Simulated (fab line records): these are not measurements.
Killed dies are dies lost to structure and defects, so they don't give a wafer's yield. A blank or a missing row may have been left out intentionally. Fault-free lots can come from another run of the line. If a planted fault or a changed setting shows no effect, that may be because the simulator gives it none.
What tool caused it? + flow nand harc + Sampling: 13 lots, 39 wafers, 4 of 1302 route steps

## WHAT EACH GAUGE READ, for each wafer
NHARC_A_ONON_D1_THK_MEAS_27: measures by ellipsometry.
| lot  | measured     | on            | thk nm (nm)    |
|------|--------------|---------------|----------------|
| L614 | day 8 10:50  | film metro-01 | 1005 1002 1004 |
| L616 | day 8 23:55  | film metro-02 | 1012 1011 1012 |
| L617 | day 9 14:40  | film metro-02 | 993 993 994    |
| L618 | day 10 05:16 | film metro-02 | 1013 1011 1012 |
| L619 | day 10 11:52 | film metro-01 | 991 991 993    |
| L620 | day 10 20:35 | film metro-02 | 1014 1015 1015 |
| L626 | day 13 08:29 | film metro-02 | 978 978 979    |
| L629 | day 14 11:10 | film metro-01 | 981 980 981    |
| L630 | day 15 05:23 | film metro-02 | 1045 1048 1003 |
| L632 | day 16 00:25 | film metro-02 | 974 974 973    |
| L634 | day 16 13:54 | film metro-02 | 996 996 994    |
| L635 | day 16 23:09 | film metro-01 | 1005 998 1002  |
| L637 | day 17 17:20 | film metro-02 | 1017 1018 1016 |

## WHICH TOOL RAN EACH LOT (tool, then ch and the chambers of the sampled wafers, then the start)
| lot  | NHARC_P_BONDPAD_ANNEAL_28        | NHARC_P_BONDPAD_ACTIVATE_29        | NHARC_A_ONON_D1_DEP_25           |
|------|----------------------------------|------------------------------------|----------------------------------|
| L614 | rtp anneal-01 ch 0, day 6 20:49  | rie diel-10 ch 0,1, day 6 21:38    | pecvd onon-04 ch 0, day 8 10:26  |
| L616 | rtp anneal-01 ch 0, day 7 07:36  | rie diel-10 ch 0,2,3, day 7 08:34  | pecvd onon-01 ch 0, day 8 23:23  |
| L617 | rtp anneal-01 ch 0, day 8 01:52  | rie diel-03 ch 0,1,2, day 8 02:50  | pecvd onon-04 ch 0, day 9 14:10  |
| L618 | rtp anneal-01 ch 0, day 8 13:49  | rie diel-12 ch 0,1,2, day 8 14:41  | pecvd onon-02 ch 0, day 10 04:48 |
| L619 | rtp anneal-02 ch 0, day 8 20:43  | rie diel-10 ch 1,2,3, day 8 21:40  | pecvd onon-04 ch 0, day 10 11:22 |
| L620 | rtp anneal-02 ch 0, day 9 04:52  | rie diel-03 ch 0,2, day 9 05:43    | pecvd onon-01 ch 0, day 10 20:11 |
| L626 | rtp anneal-02 ch 0, day 11 20:11 | rie diel-10 ch 1,2,3, day 11 21:04 | pecvd onon-01 ch 0, day 13 08:02 |
| L629 | rtp anneal-02 ch 0, day 12 21:35 | rie diel-12 ch 0,2,3, day 12 22:29 | pecvd onon-02 ch 0, day 14 10:43 |
| L630 | rtp anneal-01 ch 0, day 13 13:21 | rie diel-10 ch 0,2,3, day 13 14:19 | pecvd onon-01 ch 0, day 15 04:56 |
| L632 | rtp anneal-01 ch 0, day 14 03:10 | rie diel-10 ch 2,3, day 14 04:07   | pecvd onon-02 ch 0, day 15 23:54 |
| L634 | rtp anneal-02 ch 0, day 14 23:08 | rie diel-10 ch 1,2,3, day 15 00:04 | pecvd onon-04 ch 0, day 16 13:23 |
| L635 | rtp anneal-01 ch 0, day 15 07:27 | rie diel-03 ch 1,2, day 15 08:25   | pecvd onon-02 ch 0, day 16 22:39 |
| L637 | rtp anneal-02 ch 0, day 16 02:24 | rie diel-10 ch 1,2,3, day 16 03:20 | pecvd onon-01 ch 0, day 17 16:49 |
- NHARC_P_BONDPAD_ANNEAL_28: time 90 s.
- NHARC_P_BONDPAD_ACTIVATE_29: chemistry N2, time 60 s.
- NHARC_A_ONON_D1_DEP_25: target thk 1000 nm.

## WHAT THE TOOLS THEMSELVES READ (means of the sampled wafers that have a number; where no wafer has one, the mark that the record gives instead)
NHARC_P_BONDPAD_ANNEAL_28.
| lot  | tool          | wafer_temp_C_max |
|------|---------------|------------------|
| L614 | rtp anneal-01 | 225.50           |
| L616 | rtp anneal-01 | 226.06           |
| L617 | rtp anneal-01 | 225.79           |
| L618 | rtp anneal-01 | 225.73           |
| L619 | rtp anneal-02 | 226.09           |
| L620 | rtp anneal-02 | 225.62           |
| L626 | rtp anneal-02 | 225.67           |
| L629 | rtp anneal-02 | 225.70           |
| L630 | rtp anneal-01 | 225.70           |
| L632 | rtp anneal-01 | 225.76           |
| L634 | rtp anneal-02 | 225.78           |
| L635 | rtp anneal-01 | 225.62           |
| L637 | rtp anneal-02 | 225.94           |

NHARC_P_BONDPAD_ACTIVATE_29.
| lot  | tool        | drypump motor current A (A) | mfc ar sccm (sccm) | oes product au (a.u.) | rf vpp V (V) | showerhead plenum p Torr (Torr) |
|------|-------------|-----------------------------|--------------------|-----------------------|--------------|---------------------------------|
| L614 | rie diel-10 | 5.4                         | 0.022              | 0.999                 | 63.7         | 1.75                            |
| L616 | rie diel-10 | 5.8                         | 0.011              | 0.999                 | 64.2         | 1.74                            |
| L617 | rie diel-03 | 5.5                         | 0.007              | 0.994                 | 64.0         | 1.69                            |
| L618 | rie diel-12 | 5.9                         | 0.002              | 1.000                 | 63.7         | 1.72                            |
| L619 | rie diel-10 | 5.4                         | 0.007              | 1.004                 | 64.8         | 1.75                            |
| L620 | rie diel-03 | 5.3                         | 0.000              | 0.992                 | 63.9         | 1.68                            |
| L626 | rie diel-10 | 5.4                         | 0.007              | 1.006                 | 64.4         | 1.75                            |
| L629 | rie diel-12 | 6.0                         | 0.015              | 1.004                 | 64.3         | 1.74                            |
| L630 | rie diel-10 | 5.8                         | 0.011              | 0.999                 | 63.7         | 1.74                            |
| L632 | rie diel-10 | 5.8                         | 0.001              | 1.003                 | 64.3         | 1.72                            |
| L634 | rie diel-10 | 5.4                         | 0.007              | 0.993                 | 64.1         | 1.75                            |
| L635 | rie diel-03 | 5.8                         | 0.015              | 0.998                 | 63.0         | 1.68                            |
| L637 | rie diel-10 | 5.4                         | 0.007              | 1.003                 | 64.5         | 1.75                            |

## THE ANSWER, worked out from the rows above alone
Rule: the lots themselves supply what counts as usual. The widest of any qualifying gaps counts: lots, ordered by their means at a reading, are off when they make up no more than a third of the lots, leave a main group of 4 or more, and stand apart from it by 3 or more times the standard deviation of that group's means. A main group whose means are all the same, to the digits that the tables above print for the reading, isn't used. Also off: a lot with no number at a reading for which 4 or more lots have one. The other lots that the step has rows for count as sound. The gauges are gone through in route order, then the tools' own readings, and for those a lot's mean is taken as printed above. The first step at which some lot is off is used, and at that step the reading that is off furthest; a lot without a number counts as furthest.
Across all readings shown, no lot is off: no conclusion can be drawn from this.

## WHAT WAS PUT IN BY THE SIMULATOR
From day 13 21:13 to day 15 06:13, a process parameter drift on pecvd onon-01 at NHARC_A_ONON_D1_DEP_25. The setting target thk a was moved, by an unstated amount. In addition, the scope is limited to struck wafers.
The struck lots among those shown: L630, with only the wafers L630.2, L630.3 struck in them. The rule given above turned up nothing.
